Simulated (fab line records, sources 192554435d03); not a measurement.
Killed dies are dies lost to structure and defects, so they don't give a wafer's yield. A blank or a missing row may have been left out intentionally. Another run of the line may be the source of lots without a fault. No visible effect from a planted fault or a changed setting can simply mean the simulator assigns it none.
fab line records ; flow n5-finfet
[record] lots = 24; wafers = 72; last-day = 19
route steps=1938 shown BEOL_M1@793
lots that met no fault: taken from a fault-free run of the same line
start-h: start of the lot's first displayed wafer, in hours after the record's first day ; wait-h: hours from the lot's prior step to this one ; " as in the row above ; L1.1+2: one row covering several wafers at once ; - no value present, or no start provided ; * or withheld: withheld ; < > ~ a bound
route shown NAME@n: names a module that has steps shown in the file, with the first one's number in the route ; usual: mean and standard deviation over wafers with no fault ; same: alike in all rows ; chamber/n: place in a boat ; sites: the reading at each site ; _std_site: the standard deviation of these ; _edge_site: the outer-site mean with the inner-site mean subtracted ; radius-mm: how far each site lies from the wafer's centre ; mask NAME#n: copy n ; behind: tool/chamber where the wafer was last shaped ; hold: why the lot was held/for how many hours/how that ended ; device: names the non-switching transistor (n, p or np) ; end of line: the same wafers' tests at the end of the route ; a step without rows: its recipe alone ; killed: not the wafer's yield, but the dies lost to structure and defects at the first sort ; map: the dies of a wafer, with x for killed, . for not killed, _ for no die there
set.NAME: the setting the step ran with; set.NAME@STEP: the setting that earlier step ran with ; model.NAME: the simulator's own value behind a step, which no gauge read
one table for each step of the route and one row for each wafer, over a sample of lots
services: the hour from which a tool's chamber was out of use, counted from the record's first day as start-h (under 0 if before that day), plus the number of hours and why
[[steps]]
[step N5_BEOL_M1_ETCHBACK_99]
[recipe] chemistry = CHF3; target = SiO2; target-depth-a = 50; time-s = 10.4; source-w = 215; bias-w = 47; Ar_flow_sccm = 200; CHF3_flow_sccm = 12; ion-energy-ev = 100; pressure-mtorr = 30
[usual] drypump-motor-current-A = 5.8/0.47; oes_f_703_au = 0.78/0.075; oes-product-au = 0.79/0.077; rf-vpp-V = 242.7/2.8; showerhead-plenum-p-Torr = 2.14/0.07; throttle-valve-pct = 17.04/0.25
[same] time-s = 10.4
lot.wafer;tool;chamber;start-h;wait-h;drypump-motor-current-A;oes_f_703_au;oes-product-au;rf-hours-counter-h;rf-vpp-V;showerhead-plenum-p-Torr;throttle-valve-pct
L075.2;rie-diel-03;2;150.76;20.9;5.1;0.81;0.80;80;236.7;2.18;16.98
L075.4;rie-diel-03;0;150.76;20.9;5.5;0.95;0.96;4;246.7;2.20;16.84
L075.5;rie-diel-03;0;150.76;20.9;5.5;0.94;0.96;-;246.5;2.20;16.86
L074.2;rie-diel-01;2;151.40;21.2;5.8;0.78;0.79;91;245.0;2.26;17.08
L074.5;rie-diel-01;0;151.40;21.2;6.1;0.71;0.72;-;245.7;2.14;17.19
L074.6;rie-diel-01;3;151.40;21.2;6.2;0.89;0.89;-;243.1;2.09;16.61
L077.2;rie-diel-06;2;155.13;9.6;6.0;0.74;0.74;148;244.2;2.27;17.15
L077.3;rie-diel-06;3;155.13;9.6;6.0;0.76;0.75;141;244.4;2.15;16.90
L077.6;rie-diel-06;2;155.13;9.6;6.0;0.73;0.75;-;246.1;2.27;17.15
L078.1;rie-diel-01;0;155.32;4.9;6.1;0.71;0.71;166;244.9;2.14;17.20
L078.2;rie-diel-01;1;155.32;4.9;5.8;0.74;0.73;183;242.3;2.06;17.26
L078.6;rie-diel-01;1;155.32;4.9;5.8;0.74;0.72;-;241.1;2.06;17.25
L079.1;rie-diel-01;3;167.76;14.8;6.2;0.88;0.89;36;243.7;2.09;16.64
L079.4;rie-diel-01;2;167.76;14.8;5.9;0.78;0.79;96;245.0;2.26;17.10
L079.5;rie-diel-01;0;167.76;14.8;6.0;0.70;0.72;-;247.2;2.14;17.19
L076.2;rie-diel-01;3;171.64;17.7;6.2;0.88;0.87;37;241.7;2.09;16.65
L076.4;rie-diel-01;2;171.64;17.7;5.9;0.78;0.78;97;244.8;2.26;17.11
L076.6;rie-diel-01;3;171.64;17.7;6.3;0.89;0.87;-;243.4;2.09;16.66
L080.1;rie-diel-01;0;175.60;12.1;6.0;0.70;0.70;172;244.5;2.14;17.21
L080.3;rie-diel-01;2;175.60;12.1;5.8;0.77;0.78;99;244.6;2.26;17.08
L080.6;rie-diel-01;0;175.60;12.1;6.0;0.70;0.71;-;245.8;2.14;17.21
L081.3;rie-diel-06;3;175.88;5.8;6.0;0.76;0.75;147;244.8;2.14;16.93
L081.5;rie-diel-06;0;175.88;5.8;6.6;0.90;0.91;-;238.5;2.19;16.45
L081.6;rie-diel-06;3;175.88;5.8;6.0;0.76;0.74;-;243.8;2.14;16.93
L082.3;rie-diel-03;3;183.96;6.9;4.7;0.78;0.77;134;237.3;2.07;17.11
L082.5;rie-diel-03;3;183.96;6.9;4.7;0.78;0.77;-;238.9;2.07;17.10
L082.6;rie-diel-03;2;183.96;6.9;5.1;0.81;0.79;-;238.9;2.18;17.00
L083.2;rie-diel-06;3;184.06;6.7;6.0;0.75;0.74;149;243.5;2.14;16.93
L083.3;rie-diel-06;0;184.06;6.7;6.6;0.89;0.90;33;237.7;2.19;16.44
L083.4;rie-diel-06;1;184.06;6.7;5.2;0.95;0.95;11;237.1;2.22;17.18
L084.1;rie-diel-06;1;188.11;5.7;5.2;0.96;0.95;12;235.7;2.22;17.21
L084.4;rie-diel-06;0;188.11;5.7;6.6;0.90;0.91;34;240.1;2.19;16.45
L084.5;rie-diel-06;3;188.11;5.7;6.0;0.74;0.75;-;243.1;2.14;16.91
L085.4;rie-diel-01;3;194.91;1.3;6.3;0.87;0.87;45;242.2;2.09;16.67
L085.5;rie-diel-01;3;194.91;1.3;6.2;0.86;0.87;-;242.9;2.09;16.66
L085.6;rie-diel-01;2;194.91;1.3;5.9;0.77;0.78;-;244.7;2.26;17.11
L086.2;rie-diel-01;2;201.71;1.1;5.9;0.77;0.78;108;243.5;2.26;17.12
L086.5;rie-diel-01;1;201.71;1.1;5.8;0.73;0.72;-;240.5;2.06;17.29
L086.6;rie-diel-01;2;201.71;1.1;5.8;0.77;0.78;-;244.4;2.26;17.11
L087.4;rie-diel-03;0;208.83;1.8;5.4;0.87;0.90;23;247.5;2.19;16.90
L087.5;rie-diel-03;1;208.83;1.8;5.0;0.80;0.82;-;243.2;2.07;17.26
L087.6;rie-diel-03;0;208.83;1.8;5.4;0.89;0.91;-;246.4;2.19;16.88
L088.2;rie-diel-01;1;213.80;4.4;5.8;0.73;0.71;200;240.6;2.06;17.28
L088.3;rie-diel-01;3;213.80;4.4;6.2;0.86;0.86;51;241.8;2.09;16.67
L088.4;rie-diel-01;2;213.80;4.4;5.9;0.77;0.78;111;243.3;2.25;17.11
L089.1;rie-diel-01;3;221.84;6.0;6.3;0.86;0.86;54;243.0;2.09;16.67
L089.5;rie-diel-01;0;221.84;6.0;6.0;0.70;0.70;-;246.5;2.13;17.23
L089.6;rie-diel-01;1;221.84;6.0;5.8;0.72;0.71;-;241.5;2.06;17.27
L090.3;rie-diel-01;0;227.30;5.9;6.0;0.68;0.69;187;245.9;2.13;17.23
L090.4;rie-diel-01;2;227.30;5.9;5.8;0.76;0.76;115;245.0;2.25;17.13
L090.5;rie-diel-01;0;227.30;5.9;6.0;0.69;0.70;-;246.3;2.13;17.24
L091.1;rie-diel-01;1;235.51;1.7;5.8;0.72;0.70;207;241.5;2.06;17.30
L091.2;rie-diel-01;3;235.51;1.7;6.2;0.86;0.85;57;242.0;2.09;16.69
L091.4;rie-diel-01;0;235.51;1.7;6.0;0.69;0.69;189;245.1;2.13;17.23
L093.3;rie-diel-03;2;238.54;0.8;5.1;0.79;0.78;107;238.8;2.17;17.04
L093.4;rie-diel-03;1;238.54;0.8;5.0;0.79;0.81;113;243.0;2.07;17.27
L093.6;rie-diel-03;3;238.54;0.8;4.7;0.77;0.76;-;239.1;2.07;17.14
L092.1;rie-diel-01;1;242.86;8.9;5.8;0.72;0.71;209;240.4;2.06;17.28
L092.3;rie-diel-01;2;242.86;8.9;5.9;0.76;0.77;120;244.0;2.25;17.14
L092.5;rie-diel-01;1;242.86;8.9;5.8;0.72;0.71;-;240.3;2.06;17.28
L094.1;rie-diel-06;2;248.07;2.4;6.0;0.71;0.73;176;243.3;2.26;17.20
L094.2;rie-diel-06;0;248.07;2.4;6.6;0.87;0.88;52;240.1;2.18;16.47
L094.5;rie-diel-06;2;248.07;2.4;6.0;0.71;0.73;-;246.3;2.26;17.21
L096.2;rie-diel-01;1;256.88;3.0;5.8;0.72;0.70;213;240.4;2.05;17.30
L096.3;rie-diel-01;2;256.88;3.0;5.9;0.76;0.76;123;243.6;2.25;17.14
L096.6;rie-diel-01;3;256.88;3.0;6.3;0.84;0.84;-;242.8;2.08;16.70
L095.1;rie-diel-03;3;256.91;3.7;4.7;0.76;0.75;154;238.1;2.07;17.15
L095.4;rie-diel-03;1;256.91;3.7;5.0;0.78;0.80;119;244.0;2.07;17.29
L095.5;rie-diel-03;1;256.91;3.7;5.0;0.79;0.80;-;242.0;2.07;17.27
L097.3;rie-diel-01;2;265.21;2.9;5.9;0.75;0.76;125;244.8;2.25;17.14
L097.4;rie-diel-01;3;265.21;2.9;6.3;0.85;0.84;65;242.1;2.08;16.70
L097.5;rie-diel-01;0;265.21;2.9;6.0;0.69;0.69;-;246.7;2.13;17.26
[step N5_BEOL_M1_CD_MEAS_35]
[recipe] target-cd-nm = 18; target-cd-y-nm = 21; polarity = opening
[usual] cd-nm = 18.0/0.31
lot.wafer;tool;chamber;start-h;wait-h;cd-nm
L075.2;cd-sem-03;-;151.31;0.0;17.9
L075.4;cd-sem-03;-;151.31;0.0;18.4
L075.5;cd-sem-03;-;151.31;0.0;17.8
L074.2;cd-sem-03;-;151.95;0.0;18.1
L074.5;cd-sem-03;-;151.95;0.0;17.9
L074.6;cd-sem-03;-;151.95;0.0;17.8
L077.2;cd-sem-01;-;155.68;0.0;18.1
L077.3;cd-sem-01;-;155.68;0.0;18.1
L077.6;cd-sem-01;-;155.68;0.0;18.5
L078.1;cd-sem-03;-;155.88;0.0;17.8
L078.2;cd-sem-03;-;155.88;0.0;18.2
L078.6;cd-sem-03;-;155.88;0.0;18.2
L079.1;cd-sem-03;-;168.30;0.0;17.8
L079.4;cd-sem-03;-;168.30;0.0;17.8
L079.5;cd-sem-03;-;168.30;0.0;17.8
L076.2;cd-sem-03;-;172.19;0.0;17.5
L076.4;cd-sem-03;-;172.19;0.0;17.4
L076.6;cd-sem-03;-;172.19;0.0;17.9
L080.1;cd-sem-03;-;176.15;0.0;18.4
L080.3;cd-sem-03;-;176.15;0.0;18.1
L080.6;cd-sem-03;-;176.15;0.0;17.8
L081.3;cd-sem-03;-;176.43;0.0;18.1
L081.5;cd-sem-03;-;176.43;0.0;17.8
L081.6;cd-sem-03;-;176.43;0.0;18.0
L082.3;cd-sem-01;-;184.51;0.0;18.0
L082.5;cd-sem-01;-;184.51;0.0;17.5
L082.6;cd-sem-01;-;184.51;0.0;18.0
L083.2;cd-sem-03;-;184.60;0.0;18.7
L083.3;cd-sem-03;-;184.60;0.0;18.3
L083.4;cd-sem-03;-;184.60;0.0;18.1
L084.1;cd-sem-03;-;188.67;0.0;18.6
L084.4;cd-sem-03;-;188.67;0.0;18.1
L084.5;cd-sem-03;-;188.67;0.0;18.0
L085.4;cd-sem-01;-;195.46;0.0;17.3
L085.5;cd-sem-01;-;195.46;0.0;17.9
L085.6;cd-sem-01;-;195.46;0.0;17.4
L086.2;cd-sem-02;-;202.27;0.0;18.0
L086.5;cd-sem-02;-;202.27;0.0;18.4
L086.6;cd-sem-02;-;202.27;0.0;18.2
L087.4;cd-sem-02;-;209.38;0.0;17.6
L087.5;cd-sem-02;-;209.38;0.0;17.5
L087.6;cd-sem-02;-;209.38;0.0;17.8
L088.2;cd-sem-03;-;214.35;0.0;18.2
L088.3;cd-sem-03;-;214.35;0.0;17.7
L088.4;cd-sem-03;-;214.35;0.0;18.1
L089.1;cd-sem-03;-;222.39;0.0;17.7
L089.5;cd-sem-03;-;222.39;0.0;18.3
L089.6;cd-sem-03;-;222.39;0.0;18.3
L090.3;cd-sem-03;-;227.86;0.0;17.9
L090.4;cd-sem-03;-;227.86;0.0;18.0
L090.5;cd-sem-03;-;227.86;0.0;18.4
L091.1;cd-sem-02;-;236.06;0.0;18.1
L091.2;cd-sem-02;-;236.06;0.0;17.7
L091.4;cd-sem-02;-;236.06;0.0;18.2
L093.3;cd-sem-01;-;239.11;0.0;18.1
L093.4;cd-sem-01;-;239.11;0.0;18.1
L093.6;cd-sem-01;-;239.11;0.0;18.4
L092.1;cd-sem-02;-;243.40;0.0;17.9
L092.3;cd-sem-02;-;243.40;0.0;17.5
L092.5;cd-sem-02;-;243.40;0.0;17.3
L094.1;cd-sem-03;-;248.62;0.0;18.1
L094.2;cd-sem-03;-;248.62;0.0;18.4
L094.5;cd-sem-03;-;248.62;0.0;18.3
L096.2;cd-sem-01;-;257.42;0.0;18.1
L096.3;cd-sem-01;-;257.42;0.0;18.0
L096.6;cd-sem-01;-;257.42;0.0;17.7
L095.1;cd-sem-02;-;257.46;0.0;18.2
L095.4;cd-sem-02;-;257.46;0.0;18.1
L095.5;cd-sem-02;-;257.46;0.0;18.0
L097.3;cd-sem-03;-;265.77;0.0;17.9
L097.4;cd-sem-03;-;265.77;0.0;17.6
L097.5;cd-sem-03;-;265.77;0.0;17.5
[step N5_BEOL_M1_ANNEAL_80]
[recipe] temp-c = 400; time-s = 240; ambient = vacuum
[usual] heater-power-w = 848/84
[same] time-s = 240
lot.wafer;tool;chamber;start-h;wait-h;heater-power-w
L075.2;pvd-sputter-01;-;153.34;0.0;880
L075.4;pvd-sputter-01;-;153.34;0.0;715
L075.5;pvd-sputter-01;-;153.34;0.0;848
L074.2;pvd-sputter-03;-;154.82;0.0;913
L074.5;pvd-sputter-03;-;154.82;0.0;921
L074.6;pvd-sputter-03;-;154.82;0.0;913
L077.2;pvd-sputter-01;-;157.10;0.0;839
L077.3;pvd-sputter-01;-;157.10;0.0;909
L077.6;pvd-sputter-01;-;157.10;0.0;844
L078.1;pvd-sputter-03;-;157.62;0.0;920
L078.2;pvd-sputter-03;-;157.62;0.0;788
L078.6;pvd-sputter-03;-;157.62;0.0;804
L079.1;pvd-sputter-03;-;169.73;0.0;777
L079.4;pvd-sputter-03;-;169.73;0.0;889
L079.5;pvd-sputter-03;-;169.73;0.0;801
L076.2;pvd-sputter-02;-;173.31;0.0;901
L076.4;pvd-sputter-02;-;173.31;0.0;882
L076.6;pvd-sputter-02;-;173.31;0.0;1010
L080.1;pvd-sputter-03;-;177.47;0.0;933
L080.3;pvd-sputter-03;-;177.47;0.0;816
L080.6;pvd-sputter-03;-;177.47;0.0;930
L081.3;pvd-sputter-03;-;179.31;0.0;791
L081.5;pvd-sputter-03;-;179.31;0.0;935
L081.6;pvd-sputter-03;-;179.31;0.0;924
L082.3;pvd-sputter-02;-;185.77;0.0;891
L082.5;pvd-sputter-02;-;185.77;0.0;1026
L082.6;pvd-sputter-02;-;185.77;0.0;857
L083.2;pvd-sputter-01;-;187.18;0.0;833
L083.3;pvd-sputter-01;-;187.18;0.0;908
L083.4;pvd-sputter-01;-;187.18;0.0;824
L084.1;pvd-sputter-01;-;191.62;0.0;869
L084.4;pvd-sputter-01;-;191.62;0.0;817
L084.5;pvd-sputter-01;-;191.62;0.0;710
L085.4;pvd-sputter-01;-;197.58;0.0;815
L085.5;pvd-sputter-01;-;197.58;0.0;815
L085.6;pvd-sputter-01;-;197.58;0.0;840
L086.2;pvd-sputter-03;-;203.31;0.0;800
L086.5;pvd-sputter-03;-;203.31;0.0;698
L086.6;pvd-sputter-03;-;203.31;0.0;961
L087.4;pvd-sputter-02;-;214.50;0.0;902
L087.5;pvd-sputter-02;-;214.50;0.0;899
L087.6;pvd-sputter-02;-;214.50;0.0;868
L088.2;pvd-sputter-01;-;215.53;0.0;887
L088.3;pvd-sputter-01;-;215.53;0.0;719
L088.4;pvd-sputter-01;-;215.53;0.0;840
L089.1;pvd-sputter-02;-;224.65;0.0;763
L089.5;pvd-sputter-02;-;224.65;0.0;904
L089.6;pvd-sputter-02;-;224.65;0.0;886
L090.3;pvd-sputter-03;-;229.36;0.0;715
L090.4;pvd-sputter-03;-;229.36;0.0;793
L090.5;pvd-sputter-03;-;229.36;0.0;704
L091.1;pvd-sputter-03;-;237.48;0.0;803
L091.2;pvd-sputter-03;-;237.48;0.0;723
L091.4;pvd-sputter-03;-;237.48;0.0;938
L093.3;pvd-sputter-01;-;241.85;0.0;891
L093.4;pvd-sputter-01;-;241.85;0.0;837
L093.6;pvd-sputter-01;-;241.85;0.0;694
L092.1;pvd-sputter-01;-;244.65;0.0;904
L092.3;pvd-sputter-01;-;244.65;0.0;860
L092.5;pvd-sputter-01;-;244.65;0.0;814
L094.1;pvd-sputter-01;-;249.97;0.0;901
L094.2;pvd-sputter-01;-;249.97;0.0;719
L094.5;pvd-sputter-01;-;249.97;0.0;887
L096.2;pvd-sputter-01;-;258.72;0.0;870
L096.3;pvd-sputter-01;-;258.72;0.0;865
L096.6;pvd-sputter-01;-;258.72;0.0;701
L095.1;pvd-sputter-02;-;258.75;0.0;789
L095.4;pvd-sputter-02;-;258.75;0.0;866
L095.5;pvd-sputter-02;-;258.75;0.0;899
L097.3;pvd-sputter-02;-;267.30;0.0;1023
L097.4;pvd-sputter-02;-;267.30;0.0;776
L097.5;pvd-sputter-02;-;267.30;0.0;1002
[step N5_BEOL_M1_SPUTTER_86]
[recipe] material = Cu; target-thk-a = 45; temp-c = -20; chamber-pressure-pa = 0.07; power-w = withheld; time-s = 8.29
[usual] throttle-valve-pct = 30.2/0.98
[same] time-s = 8.29
lot.wafer;tool;chamber;start-h;wait-h;throttle-valve-pct
L075.2;pvd-sputter-01;-;153.70;0.1;30.7
L075.4;pvd-sputter-01;-;153.70;0.1;30.1
L075.5;pvd-sputter-01;-;153.70;0.1;28.1
L074.2;pvd-sputter-03;-;155.18;0.1;30.0
L074.5;pvd-sputter-03;-;155.18;0.1;29.8
L074.6;pvd-sputter-03;-;155.18;0.1;29.9
L077.2;pvd-sputter-01;-;157.46;0.1;28.1
L077.3;pvd-sputter-01;-;157.46;0.1;30.6
L077.6;pvd-sputter-01;-;157.46;0.1;28.1
L078.1;pvd-sputter-03;-;157.98;0.1;30.1
L078.2;pvd-sputter-03;-;157.98;0.1;31.9
L078.6;pvd-sputter-03;-;157.98;0.1;31.7
L079.1;pvd-sputter-03;-;170.09;0.1;31.3
L079.4;pvd-sputter-03;-;170.09;0.1;30.2
L079.5;pvd-sputter-03;-;170.09;0.1;31.7
L076.2;pvd-sputter-02;-;173.67;0.1;31.8
L076.4;pvd-sputter-02;-;173.67;0.1;29.7
L076.6;pvd-sputter-02;-;173.67;0.1;30.5
L080.1;pvd-sputter-03;-;177.83;0.1;29.7
L080.3;pvd-sputter-03;-;177.83;0.1;31.7
L080.6;pvd-sputter-03;-;177.83;0.1;29.6
L081.3;pvd-sputter-03;-;179.67;0.1;31.5
L081.5;pvd-sputter-03;-;179.67;0.1;29.9
L081.6;pvd-sputter-03;-;179.67;0.1;30.1
L082.3;pvd-sputter-02;-;186.13;0.1;31.9
L082.5;pvd-sputter-02;-;186.13;0.1;30.4
L082.6;pvd-sputter-02;-;186.13;0.1;29.8
L083.2;pvd-sputter-01;-;187.54;0.1;30.2
L083.3;pvd-sputter-01;-;187.54;0.1;30.5
L083.4;pvd-sputter-01;-;187.54;0.1;28.2
L084.1;pvd-sputter-01;-;191.98;0.1;30.6
L084.4;pvd-sputter-01;-;191.98;0.1;30.3
L084.5;pvd-sputter-01;-;191.98;0.1;30.0
L085.4;pvd-sputter-01;-;197.94;0.1;30.4
L085.5;pvd-sputter-01;-;197.94;0.1;30.2
L085.6;pvd-sputter-01;-;197.94;0.1;28.2
L086.2;pvd-sputter-03;-;203.67;0.1;31.5
L086.5;pvd-sputter-03;-;203.67;0.1;31.5
L086.6;pvd-sputter-03;-;203.67;0.1;30.1
L087.4;pvd-sputter-02;-;214.86;0.1;31.9
L087.5;pvd-sputter-02;-;214.86;0.1;31.7
L087.6;pvd-sputter-02;-;214.86;0.1;29.7
L088.2;pvd-sputter-01;-;215.89;0.1;30.6
L088.3;pvd-sputter-01;-;215.89;0.1;30.2
L088.4;pvd-sputter-01;-;215.89;0.1;30.1
L089.1;pvd-sputter-02;-;225.01;0.1;29.7
L089.5;pvd-sputter-02;-;225.01;0.1;31.8
L089.6;pvd-sputter-02;-;225.01;0.1;29.9
L090.3;pvd-sputter-03;-;229.72;0.1;31.5
L090.4;pvd-sputter-03;-;229.72;0.1;31.6
L090.5;pvd-sputter-03;-;229.72;0.1;31.5
L091.1;pvd-sputter-03;-;237.84;0.1;31.8
L091.2;pvd-sputter-03;-;237.84;0.1;31.0
L091.4;pvd-sputter-03;-;237.84;0.1;30.1
L093.3;pvd-sputter-01;-;242.21;0.1;30.3
L093.4;pvd-sputter-01;-;242.21;0.1;28.3
L093.6;pvd-sputter-01;-;242.21;0.1;30.2
L092.1;pvd-sputter-01;-;245.01;0.1;30.5
L092.3;pvd-sputter-01;-;245.01;0.1;28.0
L092.5;pvd-sputter-01;-;245.01;0.1;30.0
L094.1;pvd-sputter-01;-;250.33;0.1;30.8
L094.2;pvd-sputter-01;-;250.33;0.1;30.2
L094.5;pvd-sputter-01;-;250.33;0.1;30.7
L096.2;pvd-sputter-01;-;259.08;0.1;30.8
L096.3;pvd-sputter-01;-;259.08;0.1;28.1
L096.6;pvd-sputter-01;-;259.08;0.1;30.0
L095.1;pvd-sputter-02;-;259.11;0.1;29.6
L095.4;pvd-sputter-02;-;259.11;0.1;30.0
L095.5;pvd-sputter-02;-;259.11;0.1;31.7
L097.3;pvd-sputter-02;-;267.66;0.1;30.2
L097.4;pvd-sputter-02;-;267.66;0.1;29.6
L097.5;pvd-sputter-02;-;267.66;0.1;30.3
[step N5_BEOL_M1_RS_MEAS_58]
[recipe] thk-meas-gauge = four-point-probe; reads = Co_of_BEOL_M1_CO_CAP_55+Cu_of_BEOL_M1_ECD_50+Co_of_BEOL_M1_CVD_47+TaN_of_BEOL_M1_ALD_84
[usual] M1_RS = 0.68/0.032
lot.wafer;tool;chamber;start-h;wait-h;M1_RS[ohm/sq]
L075.2;film-metro-02;-;155.85;0.1;0.80
L075.4;film-metro-02;-;155.85;0.1;0.71
L075.5;film-metro-02;-;155.85;0.1;0.70
L074.2;film-metro-01;-;157.53;0.1;0.71
L074.5;film-metro-01;-;157.53;0.1;0.72
L074.6;film-metro-01;-;157.53;0.1;0.68
L077.2;film-metro-01;-;159.62;0.1;0.69
L077.3;film-metro-01;-;159.62;0.1;0.64
L077.6;film-metro-01;-;159.62;0.1;0.68
L078.1;film-metro-01;-;160.18;0.1;0.69
L078.2;film-metro-01;-;160.18;0.1;0.69
L078.6;film-metro-01;-;160.18;0.1;0.64
L079.1;film-metro-02;-;172.68;0.0;0.71
L079.4;film-metro-02;-;172.68;0.0;0.65
L079.5;film-metro-02;-;172.68;0.0;0.66
L076.2;film-metro-02;-;176.01;0.1;0.74
L076.4;film-metro-02;-;176.01;0.1;0.64
L076.6;film-metro-02;-;176.01;0.1;0.72
L080.1;film-metro-02;-;179.98;0.0;0.67
L080.3;film-metro-02;-;179.98;0.0;0.64
L080.6;film-metro-02;-;179.98;0.0;0.66
L081.3;film-metro-02;-;181.82;0.1;0.67
L081.5;film-metro-02;-;181.82;0.1;0.65
L081.6;film-metro-02;-;181.82;0.1;0.64
L082.3;film-metro-01;-;188.29;0.1;0.67
L082.5;film-metro-01;-;188.29;0.1;0.66
L082.6;film-metro-01;-;188.29;0.1;0.65
L083.2;film-metro-01;-;189.76;0.1;0.69
L083.3;film-metro-01;-;189.76;0.1;0.71
L083.4;film-metro-01;-;189.76;0.1;0.67
L084.1;film-metro-02;-;194.13;0.0;0.72
L084.4;film-metro-02;-;194.13;0.0;0.66
L084.5;film-metro-02;-;194.13;0.0;0.70
L085.4;film-metro-01;-;200.19;0.0;0.62
L085.5;film-metro-01;-;200.19;0.0;0.65
L085.6;film-metro-01;-;200.19;0.0;0.70
L086.2;film-metro-02;-;205.81;0.1;0.67
L086.5;film-metro-02;-;205.81;0.1;0.64
L086.6;film-metro-02;-;205.81;0.1;0.65
L087.4;film-metro-02;-;217.40;0.1;0.69
L087.5;film-metro-02;-;217.40;0.1;0.70
L087.6;film-metro-02;-;217.40;0.1;0.70
L088.2;film-metro-02;-;218.34;0.1;0.66
L088.3;film-metro-02;-;218.34;0.1;0.69
L088.4;film-metro-02;-;218.34;0.1;0.66
L089.1;film-metro-01;-;227.27;0.1;0.68
L089.5;film-metro-01;-;227.27;0.1;0.69
L089.6;film-metro-01;-;227.27;0.1;0.66
L090.3;film-metro-01;-;231.88;0.1;0.65
L090.4;film-metro-01;-;231.88;0.1;0.59
L090.5;film-metro-01;-;231.88;0.1;0.59
L091.1;film-metro-02;-;239.99;0.0;0.69
L091.2;film-metro-02;-;239.99;0.0;0.67
L091.4;film-metro-02;-;239.99;0.0;0.68
L093.3;film-metro-01;-;244.35;0.1;0.70
L093.4;film-metro-01;-;244.35;0.1;0.70
L093.6;film-metro-01;-;244.35;0.1;0.72
L092.1;film-metro-01;-;247.22;0.0;0.68
L092.3;film-metro-01;-;247.22;0.0;0.69
L092.5;film-metro-01;-;247.22;0.0;0.65
L094.1;film-metro-02;-;252.54;0.0;0.69
L094.2;film-metro-02;-;252.54;0.0;0.69
L094.5;film-metro-02;-;252.54;0.0;0.70
L096.2;film-metro-01;-;261.23;0.1;0.69
L096.3;film-metro-01;-;261.23;0.1;0.66
L096.6;film-metro-01;-;261.23;0.1;0.65
L095.1;film-metro-02;-;261.27;0.1;0.67
L095.4;film-metro-02;-;261.27;0.1;0.63
L095.5;film-metro-02;-;261.27;0.1;0.62
L097.3;film-metro-01;-;270.01;0.1;0.66
L097.4;film-metro-01;-;270.01;0.1;0.67
L097.5;film-metro-01;-;270.01;0.1;0.66
[step N5_BEOL_M1_INSPECT_59]
[recipe] inspect-instrument = darkfield; mode = post-dep
[usual] raw-defect-count = 74/24
lot.wafer;tool;chamber;start-h;wait-h;raw-defect-count
L075.2;defect-inspect-02;-;155.87;0.0;104
L075.4;defect-inspect-02;-;155.87;0.0;50
L075.5;defect-inspect-02;-;155.87;0.0;90
L074.2;defect-inspect-02;-;157.56;0.0;43
L074.5;defect-inspect-02;-;157.56;0.0;43
L074.6;defect-inspect-02;-;157.56;0.0;91
L077.2;defect-inspect-01;-;159.65;0.0;60
L077.3;defect-inspect-01;-;159.65;0.0;88
L077.6;defect-inspect-01;-;159.65;0.0;65
L078.1;defect-inspect-02;-;160.20;0.0;68
L078.2;defect-inspect-02;-;160.20;0.0;75
L078.6;defect-inspect-02;-;160.20;0.0;39
L079.1;defect-inspect-01;-;172.70;0.0;86
L079.4;defect-inspect-01;-;172.70;0.0;114
L079.5;defect-inspect-01;-;172.70;0.0;80
L076.2;defect-inspect-02;-;176.03;0.0;70
L076.4;defect-inspect-02;-;176.03;0.0;57
L076.6;defect-inspect-02;-;176.03;0.0;50
L080.1;defect-inspect-01;-;180.00;0.0;83
L080.3;defect-inspect-01;-;180.00;0.0;113
L080.6;defect-inspect-01;-;180.00;0.0;68
L081.3;defect-inspect-01;-;181.84;0.0;58
L081.5;defect-inspect-01;-;181.84;0.0;78
L081.6;defect-inspect-01;-;181.84;0.0;75
L082.3;defect-inspect-02;-;188.31;0.0;116
L082.5;defect-inspect-02;-;188.31;0.0;125
L082.6;defect-inspect-02;-;188.31;0.0;96
L083.2;defect-inspect-02;-;189.78;0.0;53
L083.3;defect-inspect-02;-;189.78;0.0;76
L083.4;defect-inspect-02;-;189.78;0.0;51
L084.1;defect-inspect-01;-;194.15;0.0;86
L084.4;defect-inspect-01;-;194.15;0.0;64
L084.5;defect-inspect-01;-;194.15;0.0;67
L085.4;defect-inspect-01;-;200.22;0.0;133
L085.5;defect-inspect-01;-;200.22;0.0;99
L085.6;defect-inspect-01;-;200.22;0.0;85
L086.2;defect-inspect-02;-;205.84;0.0;27
L086.5;defect-inspect-02;-;205.84;0.0;56
L086.6;defect-inspect-02;-;205.84;0.0;61
L087.4;defect-inspect-02;-;217.42;0.0;39
L087.5;defect-inspect-02;-;217.42;0.0;67
L087.6;defect-inspect-02;-;217.42;0.0;47
L088.2;defect-inspect-02;-;218.37;0.0;62
L088.3;defect-inspect-02;-;218.37;0.0;73
L088.4;defect-inspect-02;-;218.37;0.0;94
L089.1;defect-inspect-02;-;227.30;0.0;126
L089.5;defect-inspect-02;-;227.30;0.0;81
L089.6;defect-inspect-02;-;227.30;0.0;86
L090.3;defect-inspect-01;-;231.91;0.0;63
L090.4;defect-inspect-01;-;231.91;0.0;51
L090.5;defect-inspect-01;-;231.91;0.0;69
L091.1;defect-inspect-01;-;240.02;0.0;92
L091.2;defect-inspect-01;-;240.02;0.0;64
L091.4;defect-inspect-01;-;240.02;0.0;79
L093.3;defect-inspect-02;-;244.38;0.0;37
L093.4;defect-inspect-02;-;244.38;0.0;54
L093.6;defect-inspect-02;-;244.38;0.0;40
L092.1;defect-inspect-02;-;247.25;0.0;69
L092.3;defect-inspect-02;-;247.25;0.0;63
L092.5;defect-inspect-02;-;247.25;0.0;65
L094.1;defect-inspect-01;-;252.56;0.0;73
L094.2;defect-inspect-01;-;252.56;0.0;101
L094.5;defect-inspect-01;-;252.56;0.0;72
L096.2;defect-inspect-01;-;261.26;0.0;87
L096.3;defect-inspect-01;-;261.26;0.0;136
L096.6;defect-inspect-01;-;261.26;0.0;124
L095.1;defect-inspect-01;-;261.29;0.0;52
L095.4;defect-inspect-01;-;261.29;0.0;53
L095.5;defect-inspect-01;-;261.29;0.0;97
L097.3;defect-inspect-02;-;270.03;0.0;69
L097.4;defect-inspect-02;-;270.03;0.0;64
L097.5;defect-inspect-02;-;270.03;0.0;65
[[services]]
tool;chamber;start-h;hours;kind
pvd-sputter-02;-;134.88;5.2;repair
pvd-sputter-03;-;139.96;3.3;repair
rie-diel-03;-;143.10;1.2;repair
rie-diel-06;1;151.90;8.1;repair
rie-diel-01;-;164.46;0.3;repair
pvd-sputter-02;-;168.67;3.0;repair
rie-diel-06;3;170.12;4.2;repair
rie-diel-06;2;224.10;3.8;repair
rie-diel-03;2;257.70;2.6;repair
[[key]]
fault none
